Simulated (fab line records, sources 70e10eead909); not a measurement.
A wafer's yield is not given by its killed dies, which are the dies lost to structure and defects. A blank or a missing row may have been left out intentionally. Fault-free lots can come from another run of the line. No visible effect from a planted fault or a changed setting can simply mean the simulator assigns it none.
Which tool is to blame? :: flow nand_harc :: 12 lots with 36 wafers sampled at 3 steps, on a route of 1159 steps

== WHAT THE GAUGES SHOWED, per wafer ==
NHARC_P_CONTACT_INSPECT_27.
lot: L075
measured: day 6 06:22
on: defect_inspect-02
raw_defect_count: 344 310 434

lot: L077
measured: day 6 13:53
on: defect_inspect-01
raw_defect_count: 230 235 236

lot: L079
measured: day 7 04:19
on: defect_inspect-02
raw_defect_count: 677 263 329

lot: L080
measured: day 7 15:34
on: defect_inspect-02
raw_defect_count: 350 163 498

lot: L082
measured: day 8 03:33
on: defect_inspect-01
raw_defect_count: 372 465 567

lot: L086
measured: day 9 00:51
on: defect_inspect-01
raw_defect_count: 216 318 299

lot: L085
measured: day 9 01:23
on: defect_inspect-02
raw_defect_count: 261 229 308

lot: L090
measured: day 9 19:16
on: defect_inspect-01
raw_defect_count: 313 348 221

lot: L091
measured: day 10 02:28
on: defect_inspect-01
raw_defect_count: 322 218 258

lot: L093
measured: day 10 14:16
on: defect_inspect-01
raw_defect_count: 167 266 131

lot: L095
measured: day 10 19:57
on: defect_inspect-02
raw_defect_count: 256 272 422

lot: L097
measured: day 11 12:06
on: defect_inspect-01
raw_defect_count: 179 447 321

== TOOL THAT RAN EACH LOT (tool first, then ch and the chambers of the sampled wafers, then the start) ==
lot: L075
NHARC_P_GATE_DESCUM_93: rie_diel-08 ch 0,2,3, day 5 15:04
NHARC_P_CONTACT_DEP_30: pecvd-01 ch 0,1,2, day 5 19:45

lot: L077
NHARC_P_GATE_DESCUM_93: rie_diel-08 ch 0,1,2, day 6 01:40
NHARC_P_CONTACT_DEP_30: pecvd-04 ch 0,1,2, day 6 04:47

lot: L079
NHARC_P_GATE_DESCUM_93: rie_diel-05 ch 0,2, day 6 16:51
NHARC_P_CONTACT_DEP_30: pecvd-01 ch 0,1,2, day 6 21:02

lot: L080
NHARC_P_GATE_DESCUM_93: rie_diel-02 ch 2,3, day 7 04:02
NHARC_P_CONTACT_DEP_30: pecvd-03 ch 0,2, day 7 07:05

lot: L082
NHARC_P_GATE_DESCUM_93: rie_diel-08 ch 0,2, day 7 18:41
NHARC_P_CONTACT_DEP_30: pecvd-04 ch 0,1, day 7 21:44

lot: L086
NHARC_P_GATE_DESCUM_93: rie_diel-05 ch 0,3, day 8 12:35
NHARC_P_CONTACT_DEP_30: pecvd-03 ch 0,1,2, day 8 15:55

lot: L085
NHARC_P_GATE_DESCUM_93: rie_diel-02 ch 1,3, day 8 13:22
NHARC_P_CONTACT_DEP_30: pecvd-03 ch 0,1,2, day 8 16:25

lot: L090
NHARC_P_GATE_DESCUM_93: rie_diel-08 ch 1,3, day 9 09:09
NHARC_P_CONTACT_DEP_30: pecvd-03 ch 0,2, day 9 12:19

lot: L091
NHARC_P_GATE_DESCUM_93: rie_diel-05 ch 0,2,3, day 9 16:16
NHARC_P_CONTACT_DEP_30: pecvd-01 ch 0,1,2, day 9 19:18

lot: L093
NHARC_P_GATE_DESCUM_93: rie_diel-05 ch 1,3, day 10 03:53
NHARC_P_CONTACT_DEP_30: pecvd-03 ch 0,1,2, day 10 07:08

lot: L095
NHARC_P_GATE_DESCUM_93: rie_diel-05 ch 1,2, day 10 11:52
NHARC_P_CONTACT_DEP_30: pecvd-03 ch 1,2, day 10 15:10

lot: L097
NHARC_P_GATE_DESCUM_93: rie_diel-02 ch 0,1,2, day 11 04:11
NHARC_P_CONTACT_DEP_30: pecvd-04 ch 0,2, day 11 07:17
- NHARC_P_GATE_DESCUM_93: chemistry O2, time 3 s.
- NHARC_P_CONTACT_DEP_30: deposits SiNx, target thk 30 nm.

== THE ANSWER, worked out from the rows above alone ==
Rule: the usual values come from the lots themselves. The widest of any qualifying gaps counts: lots, ordered by their means at a reading, are off when they make up no more than a third of the lots, leave a main group of 4 or more, and stand apart from it by 3 or more times the standard deviation of that group's means. The tables above print the reading to a certain number of digits; a main group whose means all agree to those digits is not used. A lot without any number at a reading at which 4 lots or more have one is off too. All remaining lots with rows at the step are treated as sound.
None of the lots is off at any reading shown; this tells nothing.

== WHAT THE SIMULATOR HAD PUT IN ==
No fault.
